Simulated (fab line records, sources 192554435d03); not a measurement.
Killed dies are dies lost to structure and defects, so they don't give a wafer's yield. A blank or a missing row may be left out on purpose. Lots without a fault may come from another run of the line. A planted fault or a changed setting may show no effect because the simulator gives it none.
fab line records | flow n5_finfet
record lots=24 wafers=72 last_day=17
route steps=1938 shown BEOL_M11@1593 BEOL_M12@1615
lots that met no fault: from a run of the same line without faults
start_h: hours from the record's first day to the start of the lot's first wafer shown | wait_h: hours since the lot's step before | " the same as in the row above | L1.1+2: a row that stands for several wafers | - no value, or no start given | * or withheld: withheld | < > ~ a bound
route shown NAME@n: a module of which the file shows steps, and the number in the route of the first | usual: mean/standard deviation of fault-free wafers | same: alike in all rows | chamber/n: place in a boat | sites: the reading at each site | _std_site: their standard deviation | _edge_site: outer sites' mean less inner sites' | radius_mm: how far each site lies from the wafer's centre | mask NAME#n: copy n | behind: the tool/chamber that last shaped the wafer | hold: why the lot was held/for how many hours/how that ended | device: the transistor (n, p or np) that didn't switch | end of line: the same wafers' tests at the end of the route | a step without rows: its recipe alone | killed: dies lost to structure and defects at the first sort, not the wafer's yield | map: a wafer's dies, x killed, . not, _ none there
set.NAME: the setting as run; set.NAME@STEP: as run at that earlier step | model.NAME: the simulator's own value behind a step, which no gauge read
steps of the route over a sample of lots; a table a step, a row a wafer
services: from which hour (start_h, from the record's first day; less than 0 if before it) a tool's chamber was out of use, for how many hours, and why
## steps
# step N5_BEOL_M11_SPUTTER_48
# recipe material=Cu target_thk_a=120 temp_c=-20 bias_v=60 power_w=26000 chamber_pressure_pa=0.13 time_s=2
# usual chuck_gas_flow_sccm=1.26/0.049 throttle_valve_pct=29.8/1.1
# columns lot.wafer tool chamber start_h wait_h chuck_gas_flow_sccm throttle_valve_pct
L074.1 pvd_sputter-03 - 245.55 0.1 1.32 31.2
L074.2 " - " " 1.25 31.6
L074.3 " - " " 1.22 29.4
L075.2 pvd_sputter-03 - 245.91 0.2 1.24 31.6
L075.5 " - " " 1.31 31.6
L075.6 " - " " 1.26 31.5
L077.3 pvd_sputter-03 - 245.99 0.2 1.26 31.3
L077.5 " - " " 1.30 29.6
L077.6 " - " " 1.25 31.3
L076.3 pvd_sputter-02 - 247.99 0.1 1.22 29.3
L076.4 " - " " 1.25 29.3
L076.5 " - " " 1.29 30.5
L079.1 pvd_sputter-01 - 263.33 0.1 1.26 28.7
L079.3 " - " " 1.26 29.1
L079.4 " - " " 1.25 28.8
L080.2 pvd_sputter-02 - 264.93 0.3 1.30 30.3
L080.4 " - " " 1.18 30.7
L080.6 " - " " 1.32 29.2
L078.2 pvd_sputter-02 - 265.11 0.1 1.23 30.5
L078.3 " - " " 1.37 30.3
L078.4 " - " " 1.27 29.2
L081.2 pvd_sputter-01 - 270.75 0.1 1.31 29.1
L081.5 " - " " 1.25 29.1
L081.6 " - " " 1.35 28.5
L082.1 pvd_sputter-03 - 282.66 0.1 1.29 28.2
L082.4 " - " " 1.19 31.2
L082.5 " - " " 1.20 31.4
L083.1 pvd_sputter-03 - 283.64 0.3 1.20 28.0
L083.4 " - " " 1.20 31.4
L083.6 " - " " 1.25 29.5
L084.1 pvd_sputter-02 - 292.64 0.1 1.33 29.2
L084.3 " - " " 1.30 30.0
L084.4 " - " " 1.28 29.4
L086.1 pvd_sputter-01 - 295.01 0.1 1.19 28.6
L086.2 " - " " 1.24 30.6
L086.4 " - " " 1.14 28.9
L085.3 pvd_sputter-01 - 302.12 0.1 1.21 28.7
L085.5 " - " " 1.30 28.2
L085.6 " - " " 1.16 31.0
L087.1 pvd_sputter-02 - 317.19 0.1 1.26 30.4
L087.3 " - " " 1.22 29.3
L087.6 " - " " 1.28 29.2
L090.3 pvd_sputter-03 - 325.47 0.1 1.20 31.7
L090.4 " - " " 1.23 27.9
L090.6 " - " " 1.22 29.4
L088.1 pvd_sputter-03 - 325.65 0.1 1.21 29.4
L088.2 " - " " 1.18 28.3
L088.4 " - " " 1.24 28.2
L092.2 pvd_sputter-01 - 333.81 0.5 1.26 29.3
L092.3 " - " " 1.17 30.8
L092.4 " - " " 1.30 28.7
L089.1 pvd_sputter-02 - 341.96 0.1 1.23 30.4
L089.2 " - " " 1.33 29.0
L089.4 " - " " 1.27 29.6
L091.2 pvd_sputter-02 - 343.04 0.1 1.30 29.4
L091.3 " - " " 1.32 30.5
L091.5 " - " " 1.22 30.4
L093.4 pvd_sputter-01 - 349.35 0.1 1.18 30.9
L093.5 " - " " 1.19 31.0
L093.6 " - " " 1.32 28.7
L094.1 pvd_sputter-03 - 363.47 1.4 1.18 28.0
L094.3 " - " " 1.26 29.4
L094.5 " - " " 1.19 31.5
L095.3 pvd_sputter-02 - 364.62 0.1 1.30 30.4
L095.4 " - " " 1.32 29.0
L095.5 " - " " 1.27 29.4
L096.3 pvd_sputter-03 - 373.70 0.1 1.28 29.6
L096.5 " - " " 1.27 28.0
L096.6 " - " " 1.32 29.5
L097.1 pvd_sputter-02 - 382.14 0.1 1.34 30.1
L097.3 " - " " 1.21 30.2
L097.5 " - " " 1.18 29.2
# step N5_BEOL_M11_ANNEAL_51
# recipe temp_c=225 time_s=90 ambient=N2
# usual wafer_temp_C_max=226.0/0.37
# columns lot.wafer tool chamber start_h wait_h wafer_temp_C_max
L074.1 rtp_anneal-01 0 245.78 0.1 225.8
L074.2 " 0 " " 226.3
L074.3 " 0 " " 225.8
L075.2 rtp_anneal-02 0 246.18 0.1 226.1
L075.5 " 0 " " 225.9
L075.6 " 0 " " 226.1
L077.3 rtp_anneal-01 0 246.32 0.1 225.6
L077.5 " 0 " " 226.3
L077.6 " 0 " " 225.8
L076.3 rtp_anneal-02 0 248.50 0.3 226.4
L076.4 " 0 " " 226.9
L076.5 " 0 " " 226.5
L079.1 rtp_anneal-01 0 263.61 0.1 225.9
L079.3 " 0 " " 226.5
L079.4 " 0 " " 226.1
L080.2 rtp_anneal-02 0 265.20 0.1 226.4
L080.4 " 0 " " 226.4
L080.6 " 0 " " 226.2
L078.2 rtp_anneal-01 0 265.38 0.1 225.8
L078.3 " 0 " " 225.7
L078.4 " 0 " " 226.1
L081.2 rtp_anneal-01 0 271.25 0.4 225.9
L081.5 " 0 " " 225.8
L081.6 " 0 " " 225.9
L082.1 rtp_anneal-01 0 282.89 0.1 225.8
L082.4 " 0 " " 225.8
L082.5 " 0 " " 226.2
L083.1 rtp_anneal-02 0 284.32 0.5 226.4
L083.4 " 0 " " 226.7
L083.6 " 0 " " 226.5
L084.1 rtp_anneal-01 0 293.08 0.3 225.7
L084.3 " 0 " " 225.4
L084.4 " 0 " " 225.6
L086.1 rtp_anneal-02 0 295.24 0.1 226.0
L086.2 " 0 " " 226.6
L086.4 " 0 " " 226.8
L085.3 rtp_anneal-01 0 302.45 0.2 226.0
L085.5 " 0 " " 225.9
L085.6 " 0 " " 226.1
L087.1 rtp_anneal-01 0 318.25 0.9 225.5
L087.3 " 0 " " 225.3
L087.6 " 0 " " 225.8
L090.3 rtp_anneal-01 0 325.78 0.1 225.9
L090.4 " 0 " " 225.9
L090.6 " 0 " " 226.2
L088.1 rtp_anneal-02 0 326.04 0.2 226.0
L088.2 " 0 " " 225.5
L088.4 " 0 " " 226.2
L092.2 rtp_anneal-02 0 334.12 0.2 226.1
L092.3 " 0 " " 226.2
L092.4 " 0 " " 226.7
L089.1 rtp_anneal-02 0 342.55 0.4 226.4
L089.2 " 0 " " 226.4
L089.4 " 0 " " 225.7
L091.2 rtp_anneal-02 0 344.21 1.0 226.0
L091.3 " 0 " " 227.2
L091.5 " 0 " " 225.9
L093.4 rtp_anneal-02 0 349.72 0.2 226.1
L093.5 " 0 " " 225.9
L093.6 " 0 " " 226.2
L094.1 rtp_anneal-01 0 363.78 0.2 226.0
L094.3 " 0 " " 226.1
L094.5 " 0 " " 225.7
L095.3 rtp_anneal-02 0 365.09 0.3 225.5
L095.4 " 0 " " 226.0
L095.5 " 0 " " 226.0
L096.3 rtp_anneal-01 0 374.15 0.3 225.8
L096.5 " 0 " " 225.5
L096.6 " 0 " " 225.7
L097.1 rtp_anneal-01 0 382.37 0.1 225.8
L097.3 " 0 " " 226.0
L097.5 " 0 " " 225.9
# step N5_BEOL_M12_DESCUM_15
# recipe chemistry=O2 time_s=7.9 source_power_w=50 bias_power_w=20 pressure_mtorr=20 rf_frequency_hz=2.712e+07 temp_c=40 o2_flow_sccm=225
# usual drypump_motor_current_A=5.8/0.37 oes_product_au=0.82/0.081 rf_vpp_V=243.2/1.5 showerhead_plenum_p_Torr=2.10/0.08 throttle_valve_pct=20.29/0.13
# columns lot.wafer tool chamber start_h wait_h drypump_motor_current_A oes_product_au rf_hours_counter_h rf_vpp_V showerhead_plenum_p_Torr throttle_valve_pct
L074.1 rie_diel-04 2 247.93 0.4 6.3 1.00 3 243.6 2.07 20.26
L074.2 " 3 " " 5.6 0.79 86 242.5 2.01 20.14
L074.3 " 1 " " 5.7 0.74 199 244.6 2.18 20.40
L075.2 rie_diel-04 1 248.19 0.4 5.7 0.74 199 243.4 2.18 20.40
L075.5 " 3 " " 5.6 0.80 - 241.2 2.01 20.15
L075.6 " 0 " " 5.5 0.86 - 245.2 2.22 20.15
L077.3 rie_diel-03 1 248.49 0.5 6.2 0.86 36 242.8 2.15 20.47
L077.5 " 2 " " 4.8 0.91 - 242.9 2.04 20.22
L077.6 " 3 " " 6.1 0.82 - 244.9 2.11 20.34
L076.3 rie_diel-03 0 250.04 0.0 5.7 0.91 24 243.7 2.03 20.15
L076.4 " 1 " " 6.2 0.86 37 244.1 2.15 20.48
L076.5 " 1 " " 6.2 0.87 - 243.7 2.15 20.50
L079.1 rie_diel-02 0 265.11 0.2 5.9 0.84 86 242.3 2.11 20.29
L079.3 " 1 " " 5.6 0.92 8 244.8 2.23 20.16
L079.4 " 2 " " 5.9 0.71 200 241.2 1.99 20.44
L080.2 rie_diel-02 0 266.46 0.0 5.9 0.85 87 243.7 2.11 20.30
L080.4 " 3 " " 6.3 0.70 235 243.8 2.14 20.16
L080.6 " 0 " " 5.9 0.86 - 243.3 2.11 20.32
L078.2 rie_diel-02 0 266.81 0.0 6.0 0.85 87 243.2 2.11 20.29
L078.3 " 3 " " 6.3 0.68 235 242.3 2.14 20.13
L078.4 " 2 " " 5.9 0.71 201 241.3 1.99 20.43
L081.2 rie_diel-02 0 272.63 0.0 5.9 0.84 89 244.5 2.10 20.31
L081.5 " 1 " " 5.6 0.92 - 245.0 2.23 20.18
L081.6 " 2 " " 5.9 0.71 - 241.4 1.98 20.44
L082.1 rie_diel-04 1 284.25 0.1 5.7 0.71 214 243.9 2.17 20.41
L082.4 " 3 " " 5.5 0.78 100 242.0 2.01 20.18
L082.5 " 0 " " 5.6 0.84 - 244.6 2.21 20.18
L083.1 rie_diel-03 3 286.08 0.5 6.1 0.81 94 243.6 2.10 20.35
L083.4 " 0 " " 5.8 0.87 38 243.9 2.03 20.19
L083.6 " 0 " " 5.8 0.87 - 242.5 2.03 20.19
L084.1 rie_diel-04 1 294.39 0.0 5.7 0.73 218 244.4 2.17 20.44
L084.3 " 3 " " 5.5 0.78 103 241.8 2.01 20.17
L084.4 " 0 " " 5.5 0.84 73 244.9 2.21 20.18
L086.1 rie_diel-04 3 296.85 0.0 5.5 0.77 104 242.0 2.01 20.17
L086.2 " 0 " " 5.5 0.83 74 244.0 2.21 20.19
L086.4 " 1 " " 5.7 0.72 219 244.5 2.17 20.43
L085.3 rie_diel-02 2 303.68 0.0 5.9 0.70 213 240.7 1.98 20.46
L085.5 " 2 " " 5.9 0.70 - 241.4 1.98 20.46
L085.6 " 3 " " 6.3 0.68 - 243.4 2.14 20.15
L087.1 rie_diel-02 2 320.06 0.2 5.9 0.70 220 241.2 1.98 20.47
L087.3 " 0 " " 6.0 0.83 106 243.4 2.10 20.35
L087.6 " 1 " " 5.6 0.89 - 245.1 2.23 20.19
L090.3 rie_diel-02 1 327.12 0.0 5.6 0.89 30 245.5 2.23 20.21
L090.4 " 2 " " 5.9 0.69 - 240.0 1.98 20.48
L090.6 " 1 " " 5.6 0.88 - 245.4 2.23 20.19
L088.1 rie_diel-04 3 327.34 0.0 5.6 0.76 114 241.2 2.00 20.19
L088.2 " 1 " " 5.7 0.72 229 242.1 2.17 20.44
L088.4 " 2 " " 6.3 0.92 30 241.6 2.06 20.29
L092.2 rie_diel-02 3 335.38 0.0 6.3 1.02 1 243.0 2.14 19.91
L092.3 " 1 " " 5.6 0.89 34 245.4 2.22 20.21
L092.4 " 2 " " 5.9 0.70 227 241.0 1.98 20.48
L089.1 rie_diel-03 2 343.87 0.0 4.8 0.84 45 242.6 2.03 20.27
L089.2 " 3 " " 6.1 0.79 113 243.8 2.09 20.37
L089.4 " 1 " " 6.3 0.81 69 245.5 2.13 20.54
L091.2 rie_diel-02 0 345.47 0.0 5.9 0.81 117 244.6 2.10 20.34
L091.3 " 1 " " 5.6 0.86 38 244.4 2.22 20.20
L091.5 " 2 " " 5.9 0.69 - 240.8 1.98 20.48
L093.4 rie_diel-04 2 350.89 0.0 6.3 0.90 39 241.5 2.06 20.32
L093.5 " 2 " " 6.3 0.90 - 241.4 2.06 20.32
L093.6 " 3 " " 5.6 0.76 - 240.4 2.00 20.19
L094.1 rie_diel-03 2 365.09 0.0 4.8 0.84 52 241.6 2.03 20.28
L094.3 " 1 " " 6.3 0.81 77 244.5 2.13 20.55
L094.5 " 1 " " 6.2 0.81 - 244.1 2.13 20.54
L095.3 rie_diel-03 3 366.39 0.1 6.1 0.78 120 242.6 2.09 20.38
L095.4 " 2 " " 4.8 0.83 53 241.5 2.03 20.29
L095.5 " 2 " " 4.8 0.84 - 243.5 2.03 20.29
L096.3 rie_diel-03 3 375.36 0.0 6.1 0.78 123 241.8 2.09 20.39
L096.5 " 0 " " 5.7 0.84 - 241.8 2.02 20.23
L096.6 " 1 " " 6.2 0.80 - 244.2 2.13 20.55
L097.1 rie_diel-04 3 383.93 0.0 5.5 0.75 133 241.8 2.00 20.20
L097.3 " 0 " " 5.6 0.80 103 245.2 2.20 20.22
L097.5 " 0 " " 5.5 0.80 - 244.2 2.20 20.23
# step N5_BEOL_M12_ETCH_68
# recipe chemistry=N2/H2 target=SOC mask_material=SiARC source_w=3000 bias_w=350 temp_c=40 time_s=285 ion_energy_ev=200 pressure_mtorr=30 n2_flow_sccm=200 h2_flow_sccm=200
# usual drypump_motor_current_A=5.8/0.38 oes_product_au=0.82/0.076 rf_vpp_V=524.3/2.6 showerhead_plenum_p_Torr=2.55/0.086 throttle_valve_pct=17.65/0.19
# columns lot.wafer tool chamber start_h wait_h drypump_motor_current_A oes_product_au rf_hours_counter_h rf_vpp_V showerhead_plenum_p_Torr throttle_valve_pct
L074.1 rie_diel-02 3 249.06 0.1 6.3 0.69 229 526.1 2.62 17.63
L074.2 " 1 " " 5.6 0.96 3 529.0 2.71 17.37
L074.3 " 0 " " 5.9 0.85 81 524.5 2.56 17.63
L075.2 rie_diel-03 3 249.37 0.1 6.1 0.83 81 524.2 2.57 17.70
L075.5 " 1 " " 6.3 0.86 - 524.5 2.60 17.75
L075.6 " 0 " " 5.7 0.90 - 522.2 2.48 17.70
L077.3 rie_diel-04 1 249.63 0.1 5.7 0.73 200 525.5 2.63 17.79
L077.5 " 2 " " 6.3 0.99 - 523.6 2.50 17.48
L077.6 " 3 " " 5.5 0.80 - 521.4 2.46 17.63
L076.3 rie_diel-03 2 251.13 0.1 4.8 0.90 14 522.2 2.48 17.50
L076.4 " 3 " " 6.1 0.82 81 522.6 2.57 17.71
L076.5 " 2 " " 4.8 0.91 - 520.0 2.48 17.48
L079.1 rie_diel-04 3 266.36 0.1 5.5 0.79 95 520.8 2.46 17.66
L079.3 " 0 " " 5.5 0.84 63 527.3 2.67 17.35
L079.4 " 2 " " 6.3 0.97 10 523.6 2.50 17.48
L080.2 rie_diel-02 2 267.67 0.1 5.9 0.72 201 519.9 2.44 18.01
L080.4 " 3 " " 6.3 0.69 236 524.8 2.62 17.63
L080.6 " 3 " " 6.3 0.69 - 524.6 2.62 17.66
L078.2 rie_diel-04 2 268.06 0.1 6.3 0.96 11 522.1 2.49 17.49
L078.3 " 3 " " 5.5 0.79 95 522.1 2.46 17.66
L078.4 " 1 " " 5.7 0.72 209 527.1 2.62 17.82
L081.2 rie_diel-03 2 273.85 0.1 4.8 0.88 22 522.5 2.48 17.49
L081.5 " 0 " " 5.7 0.88 - 521.7 2.48 17.69
L081.6 " 3 " " 6.1 0.82 - 524.6 2.56 17.74
L082.1 rie_diel-02 3 285.75 0.1 6.3 0.69 241 525.6 2.62 17.65
L082.4 " 2 " " 5.9 0.72 207 521.3 2.43 18.02
L082.5 " 3 " " 6.3 0.68 - 527.3 2.62 17.65
L083.1 rie_diel-03 1 287.23 0.1 6.2 0.85 50 525.7 2.59 17.79
L083.4 " 3 " " 6.1 0.80 94 525.8 2.56 17.74
L083.6 " 3 " " 6.1 0.81 - 524.2 2.56 17.73
L084.1 rie_diel-02 1 295.48 0.1 5.6 0.91 18 528.6 2.70 17.37
L084.3 " 2 " " 5.9 0.71 211 521.6 2.43 18.02
L084.4 " 0 " " 5.9 0.83 96 524.4 2.55 17.66
L086.1 rie_diel-04 1 298.30 0.1 5.7 0.72 219 526.6 2.62 17.84
L086.2 " 3 " " 5.5 0.78 105 520.7 2.45 17.67
L086.4 " 0 " " 5.5 0.83 74 528.3 2.67 17.37
L085.3 rie_diel-04 3 305.09 0.1 5.6 0.77 107 520.2 2.45 17.68
L085.5 " 0 " " 5.5 0.83 - 528.2 2.67 17.37
L085.6 " 1 " " 5.7 0.72 - 526.8 2.62 17.82
L087.1 rie_diel-02 0 321.28 0.1 5.9 0.81 107 525.3 2.55 17.66
L087.3 " 2 " " 5.9 0.69 221 520.5 2.43 18.05
L087.6 " 1 " " 5.6 0.88 - 527.8 2.70 17.39
L090.3 rie_diel-03 3 328.38 0.1 6.1 0.79 108 523.4 2.56 17.76
L090.4 " 0 " " 5.8 0.85 53 522.1 2.47 17.73
L090.6 " 3 " " 6.1 0.79 - 525.6 2.56 17.74
L088.1 rie_diel-04 1 328.73 0.1 5.7 0.73 230 527.0 2.61 17.85
L088.2 " 3 " " 5.6 0.77 115 520.4 2.45 17.70
L088.4 " 2 " " 6.3 0.92 31 522.5 2.49 17.54
L092.2 rie_diel-04 1 336.47 0.1 5.7 0.71 233 527.1 2.61 17.87
L092.3 " 2 " " 6.3 0.92 33 523.4 2.49 17.54
L092.4 " 0 " " 5.6 0.82 88 527.6 2.66 17.41
L089.1 rie_diel-04 1 345.17 0.1 5.7 0.70 236 525.7 2.61 17.86
L089.2 " 3 " " 5.5 0.77 121 521.6 2.44 17.71
L089.4 " 0 " " 5.6 0.82 91 527.2 2.66 17.42
L091.2 rie_diel-03 0 347.28 0.1 5.8 0.85 59 521.8 2.47 17.76
L091.3 " 3 " " 6.1 0.79 114 524.9 2.55 17.76
L091.5 " 3 " " 6.1 0.79 - 526.0 2.55 17.77
L093.4 rie_diel-04 0 351.98 0.1 5.6 0.82 94 527.3 2.66 17.41
L093.5 " 0 " " 5.6 0.82 - 528.3 2.66 17.41
L093.6 " 1 " " 5.7 0.71 - 525.7 2.61 17.86
L094.1 rie_diel-02 2 366.30 0.1 5.9 0.68 238 519.7 2.42 18.07
L094.3 " 1 " " 5.6 0.85 46 528.5 2.69 17.43
L094.5 " 3 " " 6.3 0.96 - 526.1 2.61 17.35
L095.3 rie_diel-03 2 367.48 0.1 4.8 0.84 53 521.1 2.46 17.53
L095.4 " 3 " " 6.1 0.78 121 524.8 2.55 17.78
L095.5 " 0 " " 5.8 0.84 - 522.1 2.47 17.75
L096.3 rie_diel-03 3 376.46 0.1 6.1 0.78 124 524.8 2.55 17.79
L096.5 " 3 " " 6.1 0.79 - 524.7 2.55 17.77
L096.6 " 1 " " 6.3 0.82 - 525.4 2.58 17.84
L097.1 rie_diel-02 3 385.14 0.1 6.3 0.93 20 526.3 2.61 17.37
L097.3 " 0 " " 5.9 0.79 129 524.6 2.54 17.72
L097.5 " 1 " " 5.6 0.83 - 529.6 2.69 17.46
# step N5_BEOL_M12_ETCH_38
# recipe chemistry=CF4/N2 target=SiCN target_depth_a=687 taper_deg=2 time_s=73.4 ion_energy_ev=150 mask_material=SiO2 pressure_mtorr=40 source_w=430 bias_w=70 Ar_flow_sccm=100 cf4_flow_sccm=60 n2_flow_sccm=60
# usual cf4_flow_sccm=59.98/0.19 drypump_motor_current_A=5.8/0.37 oes_product_au=0.82/0.085 rf_vpp_V=382.5/2.1 showerhead_plenum_p_Torr=2.22/0.077 throttle_valve_pct=15.32/0.16
# columns lot.wafer tool chamber start_h wait_h cf4_flow_sccm drypump_motor_current_A oes_product_au rf_hours_counter_h rf_vpp_V showerhead_plenum_p_Torr throttle_valve_pct
L074.1 rie_diel-02 2 250.87 - 60.02 5.9 0.73 194 380.9 2.11 15.57
L074.2 " 3 " " 59.98 6.3 0.68 229 383.4 2.27 15.30
L074.3 " 1 " " 59.98 5.6 0.98 3 386.2 2.34 15.09
L075.2 rie_diel-02 0 251.12 - 60.21 5.9 0.85 82 383.2 2.23 15.28
L075.5 " 0 " " 60.09 5.9 0.85 - 382.2 2.23 15.27
L075.6 " 1 " " 59.93 5.6 0.98 - 385.3 2.34 15.09
L077.3 rie_diel-02 1 256.00 - 60.04 5.6 0.97 5 385.0 2.34 15.11
L077.5 " 1 " " 60.07 5.6 0.97 - 387.6 2.34 15.09
L077.6 " 2 " " 60.04 5.9 0.73 - 378.3 2.11 15.54
L076.3 rie_diel-03 1 256.30 - 59.93 6.2 0.86 40 384.9 2.25 15.34
L076.4 " 2 " " 60.38 4.8 0.92 17 382.3 2.16 15.25
L076.5 " 3 " " 60.00 6.1 0.81 - 383.8 2.22 15.39
L079.1 rie_diel-02 2 269.49 - 60.14 5.9 0.72 202 380.7 2.11 15.59
L079.3 " 0 " " 60.14 5.9 0.84 88 384.0 2.22 15.31
L079.4 " 3 " " 60.27 6.3 0.67 237 383.3 2.27 15.36
L080.2 rie_diel-02 3 269.59 - 59.89 6.3 0.67 237 383.2 2.27 15.35
L080.4 " 0 " " 59.93 5.9 0.84 88 384.6 2.22 15.29
L080.6 " 1 " " 59.61 5.6 0.94 - 386.6 2.34 15.11
L078.2 rie_diel-04 3 270.22 - 59.73 5.5 0.80 96 381.1 2.13 15.28
L078.3 " 2 " " 60.14 6.3 0.95 12 381.1 2.17 15.18
L078.4 " 0 " " 59.84 5.5 0.85 65 385.5 2.33 15.19
L081.2 rie_diel-02 1 278.08 - 59.95 5.6 0.93 12 385.6 2.34 15.13
L081.5 " 1 " " 59.97 5.6 0.94 - 385.2 2.34 15.13
L081.6 " 2 " " 60.14 5.9 0.71 - 379.0 2.11 15.59
L082.1 rie_diel-02 3 286.23 - 59.70 6.3 0.68 242 383.0 2.26 15.35
L082.4 " 2 " " 59.95 5.9 0.72 207 380.1 2.10 15.58
L082.5 " 3 " " 60.08 6.3 0.67 - 384.1 2.26 15.36
L083.1 rie_diel-04 2 292.10 - 59.72 6.2 0.94 19 382.1 2.17 15.19
L083.4 " 3 " " 60.09 5.5 0.79 103 382.0 2.13 15.28
L083.6 " 2 " " 59.84 6.2 0.94 - 380.7 2.17 15.20
L084.1 rie_diel-03 0 299.51 - 60.05 5.7 0.88 43 379.7 2.16 15.24
L084.3 " 2 " " 60.39 4.8 0.88 31 381.5 2.15 15.27
L084.4 " 3 " " 59.73 6.1 0.80 99 382.9 2.22 15.42
L086.1 rie_diel-03 1 299.90 - 59.76 6.2 0.83 55 383.2 2.25 15.37
L086.2 " 3 " " 59.75 6.1 0.78 99 383.8 2.22 15.43
L086.4 " 2 " " 60.06 4.8 0.89 31 382.3 2.15 15.28
L085.3 rie_diel-04 3 309.11 - 60.01 5.5 0.78 109 380.8 2.13 15.32
L085.5 " 0 " " 60.31 5.5 0.83 - 386.4 2.33 15.22
L085.6 " 3 " " 59.90 5.5 0.78 - 381.5 2.13 15.30
L087.1 rie_diel-03 2 323.67 - 60.05 4.8 0.87 39 381.4 2.15 15.28
L087.3 " 0 " " 60.30 5.7 0.86 52 381.4 2.16 15.27
L087.6 " 1 " " 60.39 6.3 0.82 - 384.0 2.24 15.37
L090.3 rie_diel-02 0 333.64 - 60.03 5.9 0.82 112 382.4 2.22 15.37
L090.4 " 1 " " 60.29 5.6 0.89 33 385.0 2.33 15.18
L090.6 " 1 " " 60.15 5.6 0.90 - 384.0 2.33 15.18
L088.1 rie_diel-02 0 334.52 - 59.97 5.9 0.81 112 383.0 2.22 15.35
L088.2 " 2 " " 59.88 5.9 0.69 227 380.0 2.10 15.63
L088.4 " 3 " " 60.26 6.3 0.99 1 384.4 2.26 14.93
L092.2 rie_diel-04 0 337.31 - 59.80 5.5 0.82 88 384.1 2.33 15.23
L092.3 " 2 " " 60.28 6.3 0.92 33 380.9 2.16 15.23
L092.4 " 1 " " 59.73 5.7 0.71 233 383.8 2.27 15.49
L089.1 rie_diel-02 2 346.27 - 60.11 5.9 0.69 231 379.4 2.10 15.65
L089.2 " 3 " " 60.13 6.3 0.96 5 383.1 2.26 14.93
L089.4 " 0 " " 60.20 5.9 0.81 117 383.8 2.21 15.37
L091.2 rie_diel-04 0 349.24 - 59.89 5.5 0.82 93 385.6 2.32 15.25
L091.3 " 2 " " 59.69 6.3 0.90 38 380.9 2.16 15.23
L091.5 " 2 " " 59.74 6.3 0.90 - 381.7 2.16 15.23
L093.4 rie_diel-02 3 352.52 - 60.03 6.3 0.95 - 382.0 2.26 14.92
L093.5 " 2 " " 59.94 5.9 0.69 - 378.3 2.10 15.63
L093.6 " 1 " " 59.53 5.6 0.88 - 384.4 2.33 15.18
L094.1 rie_diel-03 3 370.62 - 59.91 6.1 0.77 121 382.9 2.21 15.48
L094.3 " 0 " " 60.09 5.8 0.84 67 380.2 2.15 15.32
L094.5 " 0 " " 60.20 5.7 0.84 - 381.8 2.15 15.29
L095.3 rie_diel-03 3 371.18 - 59.84 6.1 0.76 122 382.8 2.21 15.50
L095.4 " 0 " " 59.82 5.8 0.84 - 379.9 2.15 15.31
L095.5 " 1 " " 59.99 6.2 0.81 - 380.8 2.24 15.41
L096.3 rie_diel-03 1 378.36 - 60.26 6.3 0.81 82 382.9 2.24 15.43
L096.5 " 1 " " 60.18 6.2 0.81 - 383.4 2.24 15.44
L096.6 " 0 " " 59.91 5.8 0.83 - 380.5 2.15 15.32
L097.1 rie_diel-03 0 387.76 - 59.90 5.8 0.84 74 379.9 2.15 15.32
L097.3 " 2 " " 59.94 4.8 0.85 57 380.7 2.14 15.32
L097.5 " 3 " " 59.93 6.1 0.76 - 383.4 2.21 15.48
# step N5_BEOL_M12_RS_MEAS_54
# recipe thk_meas_gauge=four-point-probe reads=Cu_of_BEOL_M12_ECD_47+Ta_of_BEOL_M12_SPUTTER_44+TaN_of_BEOL_M12_SPUTTER_43
# usual M12_RS=0.0599/0.00076
# columns lot.wafer tool chamber start_h wait_h M12_RS[ohm/sq]
L074.1 film_metro-02 - 252.65 0.0 0.0604
L074.2 " - " " 0.0598
L074.3 " - " " 0.0588
L075.2 film_metro-02 - 253.08 0.0 0.0598
L075.5 " - " " 0.0595
L075.6 " - " " 0.0586
L077.3 film_metro-01 - 257.88 0.0 0.0597
L077.5 " - " " 0.0584
L077.6 " - " " 0.0590
L076.3 film_metro-01 - 258.64 0.0 0.0604
L076.4 " - " " 0.0613
L076.5 " - " " 0.0604
L079.1 film_metro-02 - 270.98 0.0 0.0606
L079.3 " - " " 0.0598
L079.4 " - " " 0.0591
L080.2 film_metro-01 - 271.09 0.0 0.0607
L080.4 " - " " 0.0610
L080.6 " - " " 0.0606
L078.2 film_metro-01 - 272.38 0.0 0.0587
L078.3 " - " " 0.0590
L078.4 " - " " 0.0587
L081.2 film_metro-02 - 280.19 0.0 0.0601
L081.5 " - " " 0.0590
L081.6 " - " " 0.0607
L082.1 film_metro-01 - 287.70 0.0 0.0601
L082.4 " - " " 0.0599
L082.5 " - " " 0.0608
L083.1 film_metro-01 - 294.11 0.0 0.0603
L083.4 " - " " 0.0604
L083.6 " - " " 0.0598
L084.1 film_metro-02 - 301.34 0.0 0.0605
L084.3 " - " " 0.0618
L084.4 " - " " 0.0600
L086.1 film_metro-02 - 302.03 0.0 0.0593
L086.2 " - " " 0.0608
L086.4 " - " " 0.0592
L085.3 film_metro-02 - 310.90 0.0 0.0609
L085.5 " - " " 0.0591
L085.6 " - " " 0.0604
L087.1 film_metro-02 - 325.17 0.0 0.0600
L087.3 " - " " 0.0611
L087.6 " - " " 0.0611
L090.3 film_metro-02 - 335.38 0.1 0.0600
L090.4 " - " " 0.0586
L090.6 " - " " 0.0598
L088.1 film_metro-02 - 336.66 0.0 0.0604
L088.2 " - " " 0.0617
L088.4 " - " " 0.0605
L092.2 film_metro-01 - 339.29 0.0 0.0599
L092.3 " - " " 0.0590
L092.4 " - " " 0.0591
L089.1 film_metro-01 - 348.01 0.0 0.0599
L089.2 " - " " 0.0604
L089.4 " - " " 0.0590
L091.2 film_metro-01 - 353.68 0.0 0.0593
L091.3 " - " " 0.0607
L091.5 " - " " 0.0601
L093.4 film_metro-02 - 355.40 0.0 0.0594
L093.5 " - " " 0.0598
L093.6 " - " " 0.0600
L094.1 film_metro-02 - 372.37 0.0 0.0602
L094.3 " - " " 0.0603
L094.5 " - " " 0.0578
L095.3 film_metro-02 - 373.32 0.0 0.0604
L095.4 " - " " 0.0605
L095.5 " - " " 0.0599
L096.3 film_metro-01 - 380.19 0.0 0.0598
L096.5 " - " " 0.0605
L096.6 " - " " 0.0599
L097.1 film_metro-01 - 389.42 0.0 0.0584
L097.3 " - " " 0.0602
L097.5 " - " " 0.0604
## services
# columns tool chamber start_h hours kind
rie_diel-03 - 223.88 15.6 pm
rie_diel-04 3 238.86 7.2 repair
rie_diel-02 3 311.75 - clean
rie_diel-02 3 311.75 - consumable_replace:focus_ring
rie_diel-02 3 311.75 20.7 scheduled_down
rie_diel-02 3 311.75 20.7 vent_cycle
pvd_sputter-02 - 322.06 8.6 repair
rie_diel-02 0 349.30 4.2 repair
rtp_anneal-02 - 350.01 2.3 pm
pvd_sputter-02 - 354.74 5.9 repair
pvd_sputter-03 - 364.90 3.4 repair
rie_diel-03 2 370.53 9.9 repair
## key
fault none
